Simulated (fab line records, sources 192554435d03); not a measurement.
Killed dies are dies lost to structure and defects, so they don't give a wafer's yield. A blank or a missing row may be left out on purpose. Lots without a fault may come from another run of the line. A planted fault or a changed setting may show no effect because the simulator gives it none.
Chamber matching | flow n5_finfet | N5_BEOL_M9_STRIP_67 on rie_diel-05: 4 sister chambers
The step strips in CF4. 20 wafers are shown with their chamber, then 10 later ones without.

WAFERS WITH THEIR CHAMBER
wafer  | chamber | showerhead_plenum_p_Torr (Torr) | drypump_motor_current_A (A) | throttle_valve_pct (%)
L074.2 | 0       | 1.67                            | 5.6                         | 13.55
L074.3 | 1       | 1.90                            | 6.1                         | 13.38
L074.4 | 2       | 1.87                            | 6.8                         | 13.17
L076.2 | 2       | 1.87                            | 6.7                         | 13.20
L076.5 | 2       | 1.87                            | 6.7                         | 13.19
L076.6 | 3       | 1.84                            | 5.8                         | 13.44
L079.3 | 0       | 1.67                            | 5.6                         | 13.57
L079.5 | 1       | 1.89                            | 6.1                         | 13.40
L079.6 | 0       | 1.67                            | 5.6                         | 13.55
L082.1 | 0       | 1.67                            | 5.6                         | 13.58
L082.2 | 3       | 1.84                            | 5.8                         | 13.48
L082.4 | 1       | 1.89                            | 6.1                         | 13.43
L086.1 | 2       | 1.87                            | 6.8                         | 13.24
L086.2 | 0       | 1.67                            | 5.6                         | 13.59
L086.4 | 3       | 1.84                            | 5.8                         | 13.49
L091.1 | 2       | 1.87                            | 6.7                         | 13.25
L091.3 | 1       | 1.89                            | 6.1                         | 13.47
L091.4 | 2       | 1.87                            | 6.7                         | 13.26
L089.1 | 1       | 1.89                            | 6.1                         | 13.46
L089.4 | 2       | 1.87                            | 6.8                         | 13.25

SIGNATURES (means of the wafers above)
reading                  | chamber 0 | chamber 1 | chamber 2 | chamber 3 | scatter within a chamber
showerhead_plenum_p_Torr | 1.6700    | 1.8920    | 1.8700    | 1.8400    | 0.00224
drypump_motor_current_A  | 5.600     | 6.100     | 6.743     | 5.800     | 0.0327
throttle_valve_pct       | 13.5680   | 13.4280   | 13.2229   | 13.4700   | 0.0317
Rule: a wafer's distance from a chamber is the root of the sum, over the readings, of the square of ((its reading less the chamber's mean) divided by the reading's scatter). The wafer belongs to the nearest chamber; if the next one is less than 2 further off, it can't be placed. The scatter: the root of (the sum of the squares of (reading less its chamber's mean) over the shown wafers, divided by (wafers less chambers)).

WAFERS WITHOUT THEIR CHAMBER
wafer  | showerhead_plenum_p_Torr (Torr) | drypump_motor_current_A (A) | throttle_valve_pct (%)
L089.6 | 1.66                            | 5.6                         | 13.60
L092.2 | 1.89                            | 6.1                         | 13.46
L092.4 | 1.83                            | 5.8                         | 13.50
L092.6 | 1.83                            | 5.8                         | 13.51
L094.2 | 1.66                            | 5.6                         | 13.61
L094.3 | 1.86                            | 6.7                         | 13.26
L094.5 | 1.83                            | 5.8                         | 13.53
L095.1 | 1.66                            | 5.5                         | 13.61
L095.2 | 1.86                            | 6.8                         | 13.29
L095.4 | 1.86                            | 6.8                         | 13.27

WHICH CHAMBER EACH WENT THROUGH
wafer  | from the rows above | in truth
L089.6 | 0                   | 0
L092.2 | 1                   | 1
L092.4 | 3                   | 3
L092.6 | 3                   | 3
L094.2 | 0                   | 0
L094.3 | 2                   | 2
L094.5 | 3                   | 3
L095.1 | 0                   | 0
L095.2 | 2                   | 2
L095.4 | 2                   | 2
Placed correctly: 10 of 10. Can't be placed from these rows: 0. Placed wrongly: 0.
